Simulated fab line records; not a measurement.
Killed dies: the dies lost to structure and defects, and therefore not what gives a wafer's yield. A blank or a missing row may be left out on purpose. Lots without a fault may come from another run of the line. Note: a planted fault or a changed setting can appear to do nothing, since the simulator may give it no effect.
Chamber matching | flow n5-finfet | 4 sister chambers for N5_BEOL_M5_ETCH_75 on rie-diel-02
The step etches underlayer in N2/H2, target depth 6.5 nm, time 5.2 s. 16 wafers are shown with their chamber, then 8 later ones without.

## WAFERS PAIRED WITH THEIR CHAMBERS
wafer  | chamber | throttle-valve-pct (%) | oes-product-au (a.u.) | etch-rf-on-time-s (s)
L075.1 | 1       | 18.21                  | 0.60                  | 5.31
L075.2 | 0       | 17.59                  | 0.80                  | 4.99
L075.5 | 3       | 18.14                  | 0.59                  | 5.21
L077.1 | 0       | 17.60                  | 0.79                  | 5.03
L077.5 | 0       | 17.60                  | 0.78                  | 5.00
L077.6 | 1       | 18.20                  | 0.59                  | 5.29
L078.1 | 3       | 18.14                  | 0.58                  | 5.20
L078.3 | 2       | 17.79                  | 0.82                  | 5.09
L078.6 | 0       | 17.60                  | 0.78                  | 4.96
L079.3 | 3       | 18.13                  | 0.58                  | 5.24
L079.4 | 1       | 18.19                  | 0.59                  | 5.25
L079.6 | 0       | 17.61                  | 0.80                  | 4.95
L080.3 | 2       | 17.77                  | 0.80                  | 5.15
L080.4 | 1       | 18.19                  | 0.59                  | 5.32
L080.5 | 1       | 18.19                  | 0.59                  | 5.33
L081.2 | 2       | 17.78                  | 0.81                  | 5.19

SIGNATURES (averages over the wafers above)
reading            | chamber 0 | chamber 1 | chamber 2 | chamber 3 | scatter within a chamber
throttle-valve-pct | 17.6000   | 18.1960   | 17.7800   | 18.1367   | 0.0081
oes-product-au     | 0.7900    | 0.5920    | 0.8100    | 0.5833    | 0.00789
etch-rf-on-time-s  | 4.9860    | 5.3000    | 5.1433    | 5.2167    | 0.0342
Rule: distance of a wafer from a chamber = root of the sum over the readings of ((wafer's reading minus chamber's mean) / reading's scatter) squared. If the next closest chamber is less than 2 further off than the closest, the wafer can't be placed; otherwise it belongs to the closest. How the scatter is found: for the shown wafers, subtract from each reading the mean of its chamber, square and add these, divide the total by (wafers less chambers), then take the root.

## WAFERS WITH NO CHAMBER GIVEN
wafer  | throttle-valve-pct (%) | oes-product-au (a.u.) | etch-rf-on-time-s (s)
L081.4 | 17.60                  | 0.78                  | 4.99
L081.5 | 18.22                  | 0.59                  | 5.29
L092.4 | 17.64                  | 0.75                  | 5.00
L092.5 | 17.81                  | 0.75                  | 5.17
L092.6 | 17.72                  | 0.85                  | 5.07
L095.2 | 17.70                  | 0.80                  | 5.18
L095.3 | 17.87                  | 0.74                  | 5.14
L095.4 | 17.65                  | 0.73                  | 5.06

## THE CHAMBER EACH PASSED THROUGH
wafer  | from the rows above | in truth
L081.4 | 0                   | 0
L081.5 | 1                   | 1
L092.4 | 0                   | 0
L092.5 | 2                   | 2
L092.6 | 2                   | 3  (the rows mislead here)
L095.2 | 2                   | 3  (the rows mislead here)
L095.3 | 2                   | 2
L095.4 | 0                   | 0
Correct placement for 6 of the 8. Number that these rows cannot place: 0. Placed wrongly: 2.
